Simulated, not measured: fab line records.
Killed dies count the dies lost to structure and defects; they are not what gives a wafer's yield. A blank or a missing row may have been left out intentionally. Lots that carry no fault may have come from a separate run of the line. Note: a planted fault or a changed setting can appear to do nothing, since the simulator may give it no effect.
The tool behind it: which one? || flow nand harc || Sampling: 15 lots, 45 wafers, 2 of 1302 route steps

## WHAT THE GAUGES SHOWED, per wafer
NHARC_P_M1_THK_MEAS_24: measures by xrf.
{"lot": "L890", "measured": "day 6 07:19", "on": "film metro-02", "thk nm (nm)": "155.2 156.1 156.8"}
{"lot": "L891", "measured": "day 6 21:56", "on": "film metro-01", "thk nm (nm)": "157.7 158.1 159.7"}
{"lot": "L892", "measured": "day 7 02:29", "on": "film metro-01", "thk nm (nm)": "157.8 157.9 159.6"}
{"lot": "L895", "measured": "day 8 08:02", "on": "film metro-02", "thk nm (nm)": "159.3 158.8 157.7"}
{"lot": "L896", "measured": "day 8 21:04", "on": "film metro-01", "thk nm (nm)": "157.7 153.5 161.1"}
{"lot": "L897", "measured": "day 9 10:05", "on": "film metro-01", "thk nm (nm)": "158.0 157.5 158.4"}
{"lot": "L898", "measured": "day 9 19:07", "on": "film metro-01", "thk nm (nm)": "157.0 161.6 160.9"}
{"lot": "L900", "measured": "day 10 19:45", "on": "film metro-01", "thk nm (nm)": "159.2 157.7 157.9"}
{"lot": "L901", "measured": "day 10 22:44", "on": "film metro-02", "thk nm (nm)": "156.5 156.5 157.1"}
{"lot": "L902", "measured": "day 11 05:24", "on": "film metro-01", "thk nm (nm)": "157.0 155.2 157.9"}
{"lot": "L903", "measured": "day 11 20:59", "on": "film metro-01", "thk nm (nm)": "159.5 157.3 159.2"}
{"lot": "L904", "measured": "day 12 11:22", "on": "film metro-01", "thk nm (nm)": "162.7 156.9 157.3"}
{"lot": "L905", "measured": "day 12 12:04", "on": "film metro-02", "thk nm (nm)": "158.3 158.9 159.3"}
{"lot": "L906", "measured": "day 13 06:34", "on": "film metro-01", "thk nm (nm)": "158.4 159.8 157.5"}
{"lot": "L907", "measured": "day 13 10:35", "on": "film metro-02", "thk nm (nm)": "156.7 155.5 159.1"}

## TOOL THAT RAN EACH LOT (tool first, then ch and the chambers of the sampled wafers, then the start)
{"lot": "L890", "NHARC_P_M1_CMP_23": "cmp-02 ch 0,3, day 6 07:00"}
{"lot": "L891", "NHARC_P_M1_CMP_23": "cmp-04 ch 0,1,2, day 6 21:41"}
{"lot": "L892", "NHARC_P_M1_CMP_23": "cmp-02 ch 0,2,3, day 7 02:14"}
{"lot": "L895", "NHARC_P_M1_CMP_23": "cmp-01 ch 0,1,2, day 8 07:44"}
{"lot": "L896", "NHARC_P_M1_CMP_23": "cmp-04 ch 1,2,3, day 8 20:48"}
{"lot": "L897", "NHARC_P_M1_CMP_23": "cmp-02 ch 0,1,2, day 9 09:51"}
{"lot": "L898", "NHARC_P_M1_CMP_23": "cmp-01 ch 0,1, day 9 18:47"}
{"lot": "L900", "NHARC_P_M1_CMP_23": "cmp-04 ch 0,2,3, day 10 19:26"}
{"lot": "L901", "NHARC_P_M1_CMP_23": "cmp-02 ch 0,2, day 10 22:27"}
{"lot": "L902", "NHARC_P_M1_CMP_23": "cmp-01 ch 0,3, day 11 05:07"}
{"lot": "L903", "NHARC_P_M1_CMP_23": "cmp-04 ch 0,1,2, day 11 20:42"}
{"lot": "L904", "NHARC_P_M1_CMP_23": "cmp-04 ch 0,1,3, day 12 11:04"}
{"lot": "L905", "NHARC_P_M1_CMP_23": "cmp-02 ch 0,2, day 12 11:44"}
{"lot": "L906", "NHARC_P_M1_CMP_23": "cmp-04 ch 0,1,3, day 13 06:17"}
{"lot": "L907", "NHARC_P_M1_CMP_23": "cmp-02 ch 0,1,2, day 13 10:18"}
- NHARC_P_M1_CMP_23: polishes, t overpolish 20 s, target thk 157.82 nm.

## AS READ BY THE TOOLS THEMSELVES (means over the sampled wafers that have a number; for cases with no such wafer, the mark the record gives instead)
NHARC_P_M1_CMP_23.
{"lot": "L890", "tool": "cmp-02", "motor current A (A)": 11.7, "time to endpoint s (s)": 24}
{"lot": "L891", "tool": "cmp-04", "motor current A (A)": 11.8, "time to endpoint s (s)": 29}
{"lot": "L892", "tool": "cmp-02", "motor current A (A)": 10.9, "time to endpoint s (s)": 27}
{"lot": "L895", "tool": "cmp-01", "motor current A (A)": 12.5, "time to endpoint s (s)": 29}
{"lot": "L896", "tool": "cmp-04", "motor current A (A)": 11.5, "time to endpoint s (s)": 28}
{"lot": "L897", "tool": "cmp-02", "motor current A (A)": 11.6, "time to endpoint s (s)": 30}
{"lot": "L898", "tool": "cmp-01", "motor current A (A)": 13.2, "time to endpoint s (s)": 32}
{"lot": "L900", "tool": "cmp-04", "motor current A (A)": 11.7, "time to endpoint s (s)": 30}
{"lot": "L901", "tool": "cmp-02", "motor current A (A)": 11.0, "time to endpoint s (s)": 26}
{"lot": "L902", "tool": "cmp-01", "motor current A (A)": 10.6, "time to endpoint s (s)": 25}
{"lot": "L903", "tool": "cmp-04", "motor current A (A)": 11.7, "time to endpoint s (s)": 28}
{"lot": "L904", "tool": "cmp-04", "motor current A (A)": 12.0, "time to endpoint s (s)": 28}
{"lot": "L905", "tool": "cmp-02", "motor current A (A)": 10.9, "time to endpoint s (s)": 29}
{"lot": "L906", "tool": "cmp-04", "motor current A (A)": 12.2, "time to endpoint s (s)": 31}
{"lot": "L907", "tool": "cmp-02", "motor current A (A)": 11.9, "time to endpoint s (s)": 28}

## THE ANSWER, worked out from the rows above alone
Rule: what is usual is taken from the lots themselves. The widest of any qualifying gaps counts: lots, ordered by their means at a reading, are off when they make up no more than a third of the lots, leave a main group of 4 or more, and stand apart from it by 3 or more times the standard deviation of that group's means. If all means in a main group match to the digits the tables above print for the reading, that group is not used. Also off: a lot with no number at a reading for which 4 or more lots have one. Any other lot the step has rows for is counted as sound. After the gauges, taken in route order, come the tools' own readings; for these a lot's mean is taken, as printed above. The first step at which some lot is off is used, and at that step the reading that is off furthest; a lot without a number counts as furthest.
Across all readings shown, no lot is off: no conclusion can be drawn from this.

## WHAT HAD BEEN PUT IN BY THE SIMULATOR
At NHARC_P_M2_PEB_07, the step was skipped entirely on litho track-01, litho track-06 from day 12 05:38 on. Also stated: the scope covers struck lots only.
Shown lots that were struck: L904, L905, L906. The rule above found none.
